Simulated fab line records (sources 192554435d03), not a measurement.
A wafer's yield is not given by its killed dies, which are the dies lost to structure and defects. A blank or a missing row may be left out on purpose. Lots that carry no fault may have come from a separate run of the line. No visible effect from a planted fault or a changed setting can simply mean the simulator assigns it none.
Matching of chambers :: flow n5_finfet :: N5_BEOL_M5_ETCH_75 on rie_diel-03 has 4 sister chambers
The step etches underlayer in N2/H2, target depth 6.5 nm, time 5.2 s. 8 wafers are shown with their chamber, then 8 later ones without.

== WAFERS, EACH WITH ITS CHAMBER ==
wafer: L076.6
chamber: 0
drypump_motor_current_A (A): 4.9
throttle_valve_pct (%): 17.60

wafer: L083.5
chamber: 1
drypump_motor_current_A (A): 6.0
throttle_valve_pct (%): 18.31

wafer: L084.2
chamber: 0
drypump_motor_current_A (A): 4.9
throttle_valve_pct (%): 17.64

wafer: L084.4
chamber: 3
drypump_motor_current_A (A): 6.7
throttle_valve_pct (%): 17.56

wafer: L086.3
chamber: 2
drypump_motor_current_A (A): 5.8
throttle_valve_pct (%): 17.79

wafer: L086.4
chamber: 1
drypump_motor_current_A (A): 6.1
throttle_valve_pct (%): 18.33

wafer: L086.6
chamber: 2
drypump_motor_current_A (A): 5.8
throttle_valve_pct (%): 17.81

wafer: L093.1
chamber: 3
drypump_motor_current_A (A): 6.6
throttle_valve_pct (%): 17.63

== WAFERS WITHOUT THEIR CHAMBER ==
wafer: L093.5
drypump_motor_current_A (A): 5.8
throttle_valve_pct (%): 17.79

wafer: L093.6
drypump_motor_current_A (A): 6.6
throttle_valve_pct (%): 17.61

wafer: L094.2
drypump_motor_current_A (A): 6.0
throttle_valve_pct (%): 18.37

wafer: L094.3
drypump_motor_current_A (A): 5.8
throttle_valve_pct (%): 17.81

wafer: L094.6
drypump_motor_current_A (A): 4.9
throttle_valve_pct (%): 17.66

wafer: L096.1
drypump_motor_current_A (A): 4.9
throttle_valve_pct (%): 17.64

wafer: L096.3
drypump_motor_current_A (A): 6.0
throttle_valve_pct (%): 18.39

wafer: L096.5
drypump_motor_current_A (A): 6.7
throttle_valve_pct (%): 17.60

== WHICH CHAMBER EACH ONE RAN IN ==
wafer: L093.5
from the rows above: 2
in truth: 2

wafer: L093.6
from the rows above: 3
in truth: 3

wafer: L094.2
from the rows above: 1
in truth: 1

wafer: L094.3
from the rows above: 2
in truth: 2

wafer: L094.6
from the rows above: 0
in truth: 0

wafer: L096.1
from the rows above: 0
in truth: 0

wafer: L096.3
from the rows above: 1
in truth: 1

wafer: L096.5
from the rows above: 3
in truth: 3
Placed correctly: 8 of 8. Not placeable from these rows: 0. Placed wrongly: 0.
How it was worked out, from the rows above alone: a wafer's distance from a chamber is the root of the sum, over the readings, of the square of ((its reading less the chamber's mean) divided by the reading's scatter). If the next closest chamber is less than 2 further off than the closest, the wafer can't be placed; otherwise it belongs to the closest. Each chamber's mean is taken over the wafers shown for it. The scatter: the root of (the sum of the squares of (reading less its chamber's mean) over the shown wafers, divided by (wafers less chambers)).
